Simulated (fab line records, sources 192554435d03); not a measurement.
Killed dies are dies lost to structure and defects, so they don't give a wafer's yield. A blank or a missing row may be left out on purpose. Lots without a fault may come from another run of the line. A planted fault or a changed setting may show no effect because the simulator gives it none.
Chamber matching | flow n5_finfet | N5_BEOL_M7_CURE_74 on uv_cure-02: 3 sister chambers
The step cures SiCOH lowk, time 240 s. 3 wafers are shown with their chamber, then 12 later ones without.

WAFERS WITH THEIR CHAMBER
wafer  | chamber | wafer_temp_C_max
L090.6 | 0       | 387.5
L091.5 | 2       | 386.2
L095.5 | 1       | 388.0

WAFERS WITHOUT THEIR CHAMBER
wafer  | wafer_temp_C_max
L094.1 | 386.0
L094.4 | 385.5
L094.6 | 386.0
L094.2 | 386.1
L094.3 | 385.9
L094.5 | 385.7
L097.1 | 386.4
L097.2 | 386.5
L097.3 | 386.9
L097.4 | 386.4
L097.5 | 386.0
L097.6 | 386.0

WHICH CHAMBER EACH WENT THROUGH
wafer  | from the rows above          | in truth
L094.1 | 2                            | 2
L094.4 | 2                            | 2
L094.6 | 2                            | 2
L094.2 | 2                            | 2
L094.3 | 2                            | 2
L094.5 | 2                            | 2
L097.1 | 2                            | 2
L097.2 | can't be placed: 2 or 0      | 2
L097.3 | can't be placed: 0 or 2 or 1 | 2
L097.4 | 2                            | 2
L097.5 | 2                            | 2
L097.6 | 2                            | 2
Placed correctly: 10 of 12. Can't be placed from these rows: 2 (the true chamber is among the candidates in 2). Placed wrongly: 0.
How it was worked out, from the rows above alone: a wafer's distance from a chamber is the root of the sum, over the readings, of the square of ((its reading less the chamber's mean) divided by the reading's scatter). The wafer belongs to the nearest chamber; if the next one is less than 2 further off, it can't be placed. A chamber's mean is the mean of its shown wafers. The scatter: with one shown wafer a chamber, the root of the mean of the squares of how far each hidden wafer lies from its nearest shown one.
